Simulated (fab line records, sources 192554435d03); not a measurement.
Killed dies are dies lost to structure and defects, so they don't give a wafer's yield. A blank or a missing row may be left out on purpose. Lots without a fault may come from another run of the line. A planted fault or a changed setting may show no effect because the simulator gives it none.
Chamber matching | flow n5_finfet | N5_BEOL_M5_ETCH_62 on rie_diel-02: 4 sister chambers
The step etches SOC in N2/H2, target depth 75 nm, overetch 15 nm, time 112.5 s. 22 wafers are shown with their chamber, then 11 later ones without.

WAFERS WITH THEIR CHAMBER
wafer  | chamber | showerhead_plenum_p_Torr (Torr) | drypump_motor_current_A (A) | throttle_valve_pct (%)
L075.4 | 1       | 2.49                            | 5.4                         | 18.2
L075.5 | 2       | 2.45                            | 5.7                         | 17.7
L075.6 | 0       | 2.36                            | 5.7                         | 18.2
L076.2 | 2       | 2.45                            | 5.7                         | 17.7
L076.3 | 3       | 2.62                            | 6.0                         | 17.5
L076.6 | 2       | 2.45                            | 5.7                         | 17.7
L078.2 | 1       | 2.49                            | 5.4                         | 18.2
L078.3 | 2       | 2.45                            | 5.7                         | 17.7
L078.4 | 3       | 2.62                            | 6.0                         | 17.5
L077.3 | 0       | 2.36                            | 5.7                         | 18.3
L077.5 | 3       | 2.62                            | 6.0                         | 17.5
L077.6 | 2       | 2.45                            | 5.7                         | 17.8
L082.1 | 3       | 2.62                            | 6.0                         | 17.5
L082.3 | 2       | 2.45                            | 5.7                         | 17.8
L082.4 | 0       | 2.36                            | 5.7                         | 18.3
L084.2 | 0       | 2.35                            | 5.7                         | 18.3
L084.3 | 3       | 2.62                            | 6.0                         | 17.5
L084.6 | 2       | 2.45                            | 5.6                         | 17.8
L085.2 | 1       | 2.49                            | 5.4                         | 18.2
L085.4 | 0       | 2.35                            | 5.7                         | 18.3
L085.5 | 1       | 2.49                            | 5.4                         | 18.2
L086.2 | 1       | 2.49                            | 5.4                         | 18.2

SIGNATURES (means of the wafers above)
reading                  | chamber 0 | chamber 1 | chamber 2 | chamber 3 | scatter within a chamber
showerhead_plenum_p_Torr | 2.3560    | 2.4900    | 2.4500    | 2.6200    | 0.00258
drypump_motor_current_A  | 5.700     | 5.400     | 5.686     | 6.000     | 0.0218
throttle_valve_pct       | 18.280    | 18.200    | 17.743    | 17.500    | 0.0374
Rule: a wafer's distance from a chamber is the root of the sum, over the readings, of the square of ((its reading less the chamber's mean) divided by the reading's scatter). The wafer belongs to the nearest chamber; if the next one is less than 2 further off, it can't be placed. The scatter: the root of (the sum of the squares of (reading less its chamber's mean) over the shown wafers, divided by (wafers less chambers)).

WAFERS WITHOUT THEIR CHAMBER
wafer  | showerhead_plenum_p_Torr (Torr) | drypump_motor_current_A (A) | throttle_valve_pct (%)
L086.3 | 2.62                            | 6.0                         | 17.5
L086.6 | 2.49                            | 5.5                         | 18.2
L088.1 | 2.35                            | 5.7                         | 18.3
L088.5 | 2.35                            | 5.7                         | 18.3
L088.6 | 2.44                            | 5.7                         | 17.8
L092.1 | 2.44                            | 5.7                         | 17.8
L092.2 | 2.35                            | 5.7                         | 18.3
L092.4 | 2.35                            | 5.7                         | 18.3
L095.2 | 2.35                            | 5.8                         | 18.3
L095.5 | 2.35                            | 5.8                         | 18.3
L095.6 | 2.44                            | 5.6                         | 17.8

WHICH CHAMBER EACH WENT THROUGH
wafer  | from the rows above | in truth
L086.3 | 3                   | 3
L086.6 | 1                   | 1
L088.1 | 0                   | 0
L088.5 | 0                   | 0
L088.6 | 2                   | 2
L092.1 | 2                   | 2
L092.2 | 0                   | 0
L092.4 | 0                   | 0
L095.2 | 0                   | 0
L095.5 | 0                   | 0
L095.6 | 2                   | 2
Placed correctly: 11 of 11. Can't be placed from these rows: 0. Placed wrongly: 0.
